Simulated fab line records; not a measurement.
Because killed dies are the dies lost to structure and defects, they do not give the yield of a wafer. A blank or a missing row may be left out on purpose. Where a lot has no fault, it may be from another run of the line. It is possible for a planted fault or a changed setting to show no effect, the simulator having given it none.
fab line records	flow n5-finfet
record: lots: 7	wafers: 39
route steps=1938 shown BEOL_M13@1659 MIM_BOT@1833
start-h: start of the lot's first displayed wafer, in hours after the record's first day	wait-h: how many hours have passed since the lot's step before this one	" as in the row above	L1.1+2: several wafers, shown together as one row	- either no value or no given start	* or withheld: withheld	< > ~ a bound
route shown NAME@n: names a module that has steps shown in the file, with the first one's number in the route	usual: mean/standard deviation of fault-free wafers	same: alike in all rows	chamber/n: place in a boat	sites: each site's reading	_std_site: the standard deviation of these	_edge_site: the outer-site mean with the inner-site mean subtracted	radius-mm: for every site, how far away it sits from the centre of the wafer	mask NAME#n: copy n	behind: the last tool/chamber to shape the wafer	hold: what put the lot on hold/how long, in hours/how the hold closed	device: names the non-switching transistor (n, p or np)	end of line: the same wafers' tests at the end of the route	where a step has no rows: the recipe by itself	killed: dies lost to structure and defects at the first sort, not the wafer's yield	map: shows each die of a wafer: x if killed, . if not, _ if none is there
set.NAME: the run value of the setting; set.NAME@STEP: its run value at that earlier step	model.NAME: the simulator's own value behind a step, which no gauge read
one table per step and one row per wafer, for lots whose settings were changed on purpose
== steps ==
step: N5_BEOL_M13_ILD_DEP_00
recipe: material: SiOC	target-thk-a: 8379.2	temp-c: 350	precursor: DEMS/O2	pressure-torr: 5	rf-w: 500	time-s: 166.4
lot.wafer	tool	chamber	start-h	wait-h	set.target-thk-a	model.SiOC_of_BEOL_M13_ILD_DEP_00.thk-nm
L076.1	pecvd-03	1	283.00	0.0	6002	600
L076.2	"	2	"	"	6002	614.2
L076.3	"	0	"	"	8379.2	838
L076.4	"	1	"	"	8379.2	844.4
L076.5	"	2	"	"	8379.2	863.4
L076.6	"	0	"	"	6002	623.6
L079.1	pecvd-04	0	313.28	0.0	8379.2	837.4
L079.2	"	2	"	"	8379.2	838.2
L079.3	"	1	"	"	8379.2	842.6
L079.4	"	0	"	"	10400	1053
L079.5	"	2	"	"	10400	1055
L079.6	"	1	"	"	10400	1066
L085.1	pecvd-04	0	325.87	0.0	8379.2	832
L085.2	"	1	"	"	8379.2	840.6
L085.3	"	2	"	"	12200	1206
L085.4	"	2	"	"	8379.2	846.2
L085.5	"	1	"	"	12200	1249
L085.6	"	0	"	"	12200	1218
L083.1	pecvd-01	2	331.50	0.0	8379.2	835.8
L083.2	"	0	"	"	8379.2	836.6
L083.3	"	1	"	"	6157	622.2
L083.4	"	2	"	"	6157	615.4
L083.5	"	1	"	"	6157	629.2
L083.6	"	0	"	"	8379.2	839.8
L084.1	pecvd-04	1	340.45	0.0	8379.2	850.8
L084.2	"	0	"	"	8379.2	842.8
L084.3	"	2	"	"	8379.2	836.2
L084.4	"	2	"	"	11250	1132
L084.5	"	0	"	"	11250	1137
L084.6	"	1	"	"	11250	1150
L095.1	pecvd-04	0	395.91	0.0	12190	1205
L095.2	"	2	"	"	8379.2	829
L095.3	"	0	"	"	8379.2	839.8
L095.4	"	2	"	"	12190	1224
L095.5	"	2	"	"	12190	1230
L095.6	"	0	"	"	8379.2	851.2
L094.1	pecvd-04	2	397.41	0.0	8379.2	829.6
L094.3	"	0	"	"	8379.2	848.6
L094.5	"	2	"	"	8379.2	850
step: N5_BEOL_M13_THK_MEAS_01
recipe: reads: SiOC_of_BEOL_M13_ILD_DEP_00
usual: M13_ILD_THK: 844/10
lot.wafer	tool	chamber	start-h	wait-h	set.target-thk-a@BEOL_M13_ILD_DEP_00	M13_ILD_THK[nm]
L076.1	film-metro-02	-	283.15	0.1	6002	600
L076.2	"	-	"	"	6002	614
L076.3	"	-	"	"	8379.2	838
L076.4	"	-	"	"	8379.2	844
L076.5	"	-	"	"	8379.2	864
L076.6	"	-	"	"	6002	624
L079.1	film-metro-01	-	313.44	0.1	8379.2	838
L079.2	"	-	"	"	8379.2	838
L079.3	"	-	"	"	8379.2	842
L079.4	"	-	"	"	10400	1053
L079.5	"	-	"	"	10400	1055
L079.6	"	-	"	"	10400	1066
L085.1	film-metro-01	-	326.02	0.1	8379.2	831
L085.2	"	-	"	"	8379.2	840
L085.3	"	-	"	"	12200	1207
L085.4	"	-	"	"	8379.2	846
L085.5	"	-	"	"	12200	1249
L085.6	"	-	"	"	12200	1218
L083.1	film-metro-02	-	331.65	0.1	8379.2	836
L083.2	"	-	"	"	8379.2	837
L083.3	"	-	"	"	6157	622
L083.4	"	-	"	"	6157	615
L083.5	"	-	"	"	6157	629
L083.6	"	-	"	"	8379.2	841
L084.1	film-metro-01	-	340.60	0.1	8379.2	851
L084.2	"	-	"	"	8379.2	844
L084.3	"	-	"	"	8379.2	836
L084.4	"	-	"	"	11250	1131
L084.5	"	-	"	"	11250	1137
L084.6	"	-	"	"	11250	1150
L095.1	film-metro-02	-	396.12	0.2	12190	1206
L095.2	"	-	"	"	8379.2	829
L095.3	"	-	"	"	8379.2	840
L095.4	"	-	"	"	12190	1224
L095.5	"	-	"	"	12190	1230
L095.6	"	-	"	"	8379.2	851
L094.1	film-metro-01	-	397.62	0.2	8379.2	830
L094.3	"	-	"	"	8379.2	848
L094.5	"	-	"	"	8379.2	850
step: N5_BEOL_M13_COAT_58
recipe: resist: BARC	temp-c: 205	time-s: 60	spin-rpm: 1500	resist-thk-nm: 89
step: N5_BEOL_M13_COAT_04
recipe: spin-rpm: 1625	resist-thk-nm: 400
step: N5_BEOL_M13_DESCUM_15
recipe: chemistry: O2	time-s: 7.9	source-power-w: 50	bias-power-w: 20	pressure-mtorr: 20	rf-frequency-hz: 2.712e+07	temp-c: 40	o2-flow-sccm: 225
step: N5_BEOL_M13_ETCH_59
recipe: chemistry: N2/H2	target: BARC	target-depth-a: 890	overetch-a: 267	time-s: 67.9	ion-energy-ev: 200	pressure-mtorr: 30	source-w: 840	bias-w: 150	n2-flow-sccm: 200	h2-flow-sccm: 200
step: N5_BEOL_M13_VIA_ETCH_16
recipe: chemistry: C4F8/O2/Ar	target: SiOC	pressure-mtorr: 30	source-w: 3000	bias-w: 700	Ar_flow_sccm: 400	C4F8_flow_sccm: 15	O2_flow_sccm: 8	he-inner-torr: 15	he-outer-torr: 30	target-depth-a: 9217	time-s: withheld	ion-energy-ev: 250	ends: cleared
lot.wafer	tool	chamber	start-h	wait-h	set.target-thk-a@BEOL_M13_ILD_DEP_00	model.etch.depth-nm	model.coat_of_BEOL_M13_COAT_04.thk-nm
L076.1	rie-diel-06	3	283.63	0.0	6002	600.1	143.2
L076.2	"	1	"	"	6002	614.2	137.8
L076.3	"	0	"	"	8379.2	838	68.2
L076.4	"	2	"	"	8379.2	844.5	67.2
L076.5	"	1	"	"	8379.2	863.3	64
L076.6	"	0	"	"	6002	623.6	131.4
L079.1	rie-diel-06	2	313.91	0.0	8379.2	837.5	69.4
L079.2	"	0	"	"	8379.2	838.2	70
L079.3	"	1	"	"	8379.2	842.7	71.8
L079.4	"	3	"	"	10400	1053	10.8
L079.5	"	2	"	"	10400	1055	6
L079.6	"	1	"	"	10400	1066	6.6
L085.1	rie-diel-02	1	326.50	0.0	8379.2	832	73.6
L085.2	"	3	"	"	8379.2	840.6	71.8
L085.3	"	0	"	"	12200	1206	0
L085.4	"	2	"	"	8379.2	846.2	71.8
L085.5	"	1	"	"	12200	1249	0
L085.6	"	0	"	"	12200	1218	0
L083.1	rie-diel-06	0	332.25	0.0	8379.2	835.8	69.2
L083.2	"	3	"	"	8379.2	836.7	73
L083.3	"	2	"	"	6157	622.2	133
L083.4	"	0	"	"	6157	615.3	133.8
L083.5	"	2	"	"	6157	629.2	130.2
L083.6	"	3	"	"	8379.2	839.8	73.6
L084.1	rie-diel-06	1	341.08	0.0	8379.2	850.7	67.4
L084.2	"	3	"	"	8379.2	842.7	71.8
L084.3	"	2	"	"	8379.2	836.1	70.8
L084.4	"	0	"	"	11250	1132	0
L084.5	"	0	"	"	11250	1137	0
L084.6	"	1	"	"	11250	1150	0
L095.1	rie-diel-06	3	396.76	0.0	12190	1205	0
L095.2	"	2	"	"	8379.2	829.1	71.6
L095.3	"	0	"	"	8379.2	839.7	68.8
L095.4	"	3	"	"	12190	1224	0
L095.5	"	0	"	"	12190	1230	0
L095.6	"	2	"	"	8379.2	851.1	66
L094.1	rie-diel-02	0	398.10	0.0	8379.2	829.6	75.2
L094.3	"	1	"	"	8379.2	848.5	67.6
L094.5	"	1	"	"	8379.2	850	67
step: N5_BEOL_M13_STRIP_63
recipe: chemistry: N2/H2	power-w: 1000	temp-c: 250	h2-frac: 0.65	overash-fraction: 0.3	pressure-mtorr: 1000	n2-flow-sccm: 1750	h2-flow-sccm: 3250
usual: oes-product-au: 0.673/0.0051	strip-time-to-endpoint-s: 27.4/1.1
lot.wafer	tool	chamber	start-h	wait-h	set.target-thk-a@BEOL_M13_ILD_DEP_00	oes-product-au	strip-time-to-endpoint-s
L076.1	plasma-asher-01	1	283.87	-	6002	0.700	47.9
L076.2	"	0	"	"	6002	0.697	46.4
L076.3	"	0	"	"	8379.2	0.676	27.2
L076.4	"	1	"	"	8379.2	0.669	26.8
L076.5	"	0	"	"	8379.2	0.673	25.9
L076.6	"	1	"	"	6002	0.695	44.8
L079.1	plasma-asher-02	1	314.16	-	8379.2	0.669	27.5
L079.2	"	0	"	"	8379.2	0.669	27.7
L079.3	"	0	"	"	8379.2	0.674	28.2
L079.4	"	1	"	"	10400	0.432	8.0
L079.5	"	0	"	"	10400	0.342	5.9
L079.6	"	1	"	"	10400	0.356	6.2
L085.1	plasma-asher-02	0	327.42	-	8379.2	0.683	28.7
L085.2	"	1	"	"	8379.2	0.677	28.2
L085.3	"	0	"	"	12200	0.229	0.0
L085.4	"	1	"	"	8379.2	0.675	28.2
L085.5	"	1	"	"	12200	0.225	0.0
L085.6	"	0	"	"	12200	0.236	0.0
L083.1	plasma-asher-02	1	332.49	-	8379.2	0.671	27.4
L083.2	"	0	"	"	8379.2	0.680	28.5
L083.3	"	1	"	"	6157	0.693	45.2
L083.4	"	0	"	"	6157	0.696	45.4
L083.5	"	0	"	"	6157	0.697	44.4
L083.6	"	1	"	"	8379.2	0.676	28.7
L084.1	plasma-asher-02	1	341.31	-	8379.2	0.675	26.9
L084.2	"	0	"	"	8379.2	0.676	28.2
L084.3	"	0	"	"	8379.2	0.674	27.9
L084.4	"	1	"	"	11250	0.228	0.0
L084.5	"	1	"	"	11250	0.229	0.1
L084.6	"	0	"	"	11250	0.231	0.0
L095.1	plasma-asher-01	0	396.99	-	12190	0.229	0.0
L095.2	"	1	"	"	8379.2	0.665	28.1
L095.3	"	1	"	"	8379.2	0.670	27.3
L095.4	"	0	"	"	12190	0.231	0.0
L095.5	"	1	"	"	12190	0.230	0.0
L095.6	"	0	"	"	8379.2	0.669	26.5
L094.1	plasma-asher-02	0	398.34	-	8379.2	0.673	29.2
L094.3	"	1	"	"	8379.2	0.667	26.9
L094.5	"	1	"	"	8379.2	0.677	26.8
step: N5_BEOL_M13_SPUTTER_43
recipe: material: TaN	target-thk-a: 150	temp-c: 50	bias-v: 168.6	power-w: 15000	chamber-pressure-pa: 0.12	time-s: 24.19
lot.wafer	tool	chamber	start-h	wait-h	set.time-s	model.TaN_of_BEOL_M13_SPUTTER_43.thk-nm
L076.1+2+4+5+6	pvd-sputter-03	-	288.73	0.0	24.19	14.8
L076.3	"	-	"	"	24.19	15
L079.1+5	pvd-sputter-01	-	316.39	0.0	24.19	14.6
L079.2	"	-	"	"	33.6	20.4
L079.3	"	-	"	"	33.6	20.6
L079.4	"	-	"	"	24.19	14.8
L079.6	"	-	"	"	33.6	20.8
L085.1	pvd-sputter-03	-	331.89	0.0	24.19	14.8
L085.2+3	"	-	"	"	20.05	12.4
L085.4	"	-	"	"	20.05	12.2
L085.5+6	"	-	"	"	24.19	15
L083.1+4+5	pvd-sputter-03	-	336.45	0.0	24.19	15
L083.2+3+6	"	-	"	"	36.26	22.4
L084.1+2	pvd-sputter-02	-	343.24	0.0	14.46	9
L084.3+6	"	-	"	"	24.19	15
L084.4	"	-	"	"	14.46	9.2
L084.5	"	-	"	"	24.19	14.8
L095.1+6	pvd-sputter-01	-	400.71	0.0	17.7	11
L095.2	"	-	"	"	24.19	14.8
L095.3	"	-	"	"	17.7	11.2
L095.4	"	-	"	"	24.19	15
L095.5	"	-	"	"	24.19	15.2
L094.1	pvd-sputter-03	-	406.41	0.0	24.19	15.2
L094.3+5	"	-	"	"	24.19	15
step: N5_MIM_BOT_SPUTTER_00
recipe: material: TiN	target-thk-a: 350	temp-c: 200	power-w: 3000	chamber-pressure-pa: 0.49996	gas: Ar	reactive-partial-pa: 0.37997	time-s: 89.7
lot.wafer	tool	chamber	start-h	wait-h	set.target-thk-a	model.TiN_of_MIM_BOT_SPUTTER_00.thk-nm
L076.1	pvd-sputter-01	-	309.96	0.0	350	34.8
L076.2+3	"	-	"	"	236.8	24
L076.4	"	-	"	"	350	34.6
L076.5	"	-	"	"	236.8	23.6
L076.6	"	-	"	"	350	35.4
L079.1	pvd-sputter-03	-	335.39	0.0	350	35
L079.2	"	-	"	"	350	34.4
L079.3	"	-	"	"	481.3	47.6
L079.4	"	-	"	"	481.3	48
L079.5	"	-	"	"	350	34.6
L079.6	"	-	"	"	481.3	48.2
L085.1	pvd-sputter-02	-	346.92	0.0	350	35
L085.2+4	"	-	"	"	350	34.8
L085.3+5+6	"	-	"	"	350	34.4
L083.1+3+5	pvd-sputter-01	-	351.22	0.0	350	34.8
L083.2	"	-	"	"	350	35.2
L083.4+6	"	-	"	"	350	35.4
L084.1+3	pvd-sputter-02	-	362.56	0.0	492.7	49.2
L084.2+4	"	-	"	"	350	35.2
L084.5	"	-	"	"	350	35
L084.6	"	-	"	"	492.7	49.4
L095.1	pvd-sputter-03	-	414.39	0.0	350	34
L095.2	"	-	"	"	412.3	40.4
L095.3	"	-	"	"	350	34.8
L095.4	"	-	"	"	412.3	40.8
L095.5	"	-	"	"	350	34.6
L095.6	"	-	"	"	412.3	40.6
L094.1	pvd-sputter-01	-	424.69	0.0	350	35.2
L094.3+5	"	-	"	"	350	35
== key ==
split: step: N5_BEOL_M13_ILD_DEP_00	setting: target-thk-a	stated: 8379.2	by: wafer
response: step: N5_BEOL_M13_ILD_DEP_00	reading: model.SiOC_of_BEOL_M13_ILD_DEP_00.thk-nm	change: +8.45	per: 1%	r: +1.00
response: step: N5_BEOL_M13_THK_MEAS_01	reading: M13_ILD_THK	change: +8.46	per: 1%	r: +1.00
response: step: N5_BEOL_M13_VIA_ETCH_16	reading: model.etch.depth-nm	change: +8.45	per: 1%	r: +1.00
response: step: N5_BEOL_M13_VIA_ETCH_16	reading: model.coat_of_BEOL_M13_COAT_04.thk-nm	change: -1.88	per: 1%	r: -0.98
response: step: N5_BEOL_M13_STRIP_63	reading: oes-product-au	shape: bent	at-lowest: 0.698	at-stated: 0.673	at-highest: 0.230
response: step: N5_BEOL_M13_STRIP_63	reading: strip-time-to-endpoint-s	shape: bent	at-lowest: *	at-stated: *	at-highest: *
split: step: N5_BEOL_M13_SPUTTER_43	setting: time-s	stated: 24.19	by: wafer
response: step: N5_BEOL_M13_SPUTTER_43	reading: model.TaN_of_BEOL_M13_SPUTTER_43.thk-nm	change: +0.149	per: 1%	r: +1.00
split: step: N5_MIM_BOT_SPUTTER_00	setting: target-thk-a	stated: 350	by: wafer
response: step: N5_MIM_BOT_SPUTTER_00	reading: model.TiN_of_MIM_BOT_SPUTTER_00.thk-nm	change: +0.348	per: 1%	r: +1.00
